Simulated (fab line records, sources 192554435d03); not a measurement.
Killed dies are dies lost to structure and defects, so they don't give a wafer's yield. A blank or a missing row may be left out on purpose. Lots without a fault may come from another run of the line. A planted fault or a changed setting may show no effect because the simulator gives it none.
Chamber matching | flow n5_finfet | N5_STI_FIN_REVEAL_ALD_00 on ald_sin-04: 4 sister chambers
The step deposits SiO2, target thk 1 nm, pulse time 1 s. 8 wafers are shown with their chamber, then 10 later ones without.

WAFERS WITH THEIR CHAMBER
wafer  | chamber | heater_power_w (W) | precursor_pulse_height_rel
L079.4 | 2       | 414                | 1.010
L079.6 | 2       | 422                | 0.956
L085.1 | 0       | 488                | 0.987
L087.2 | 3       | 422                | 1.021
L087.5 | 3       | 423                | 1.023
L087.6 | 1       | 393                | 1.023
L088.1 | 0       | 509                | 0.976
L088.2 | 1       | 385                | 0.972

WAFERS WITHOUT THEIR CHAMBER
wafer  | heater_power_w (W) | precursor_pulse_height_rel
L088.4 | 505                | 1.046
L089.1 | 419                | 0.988
L089.2 | 415                | 0.989
L089.6 | 391                | 0.971
L091.2 | 394                | 0.987
L091.4 | 493                | 0.961
L091.6 | 502                | 1.003
L092.3 | 500                | 1.014
L092.4 | 392                | 0.994
L092.5 | 496                | 0.976

WHICH CHAMBER EACH WENT THROUGH
wafer  | from the rows above     | in truth
L088.4 | 0                       | 0
L089.1 | can't be placed: 2 or 3 | 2
L089.2 | can't be placed: 2 or 3 | 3
L089.6 | 1                       | 1
L091.2 | 1                       | 1
L091.4 | 0                       | 0
L091.6 | 0                       | 0
L092.3 | 0                       | 0
L092.4 | 1                       | 1
L092.5 | 0                       | 0
Placed correctly: 8 of 10. Can't be placed from these rows: 2 (the true chamber is among the candidates in 2). Placed wrongly: 0.
How it was worked out, from the rows above alone: a wafer's distance from a chamber is the root of the sum, over the readings, of the square of ((its reading less the chamber's mean) divided by the reading's scatter). The wafer belongs to the nearest chamber; if the next one is less than 2 further off, it can't be placed. A chamber's mean is the mean of its shown wafers. The scatter: the root of (the sum of the squares of (reading less its chamber's mean) over the shown wafers, divided by (wafers less chambers)).
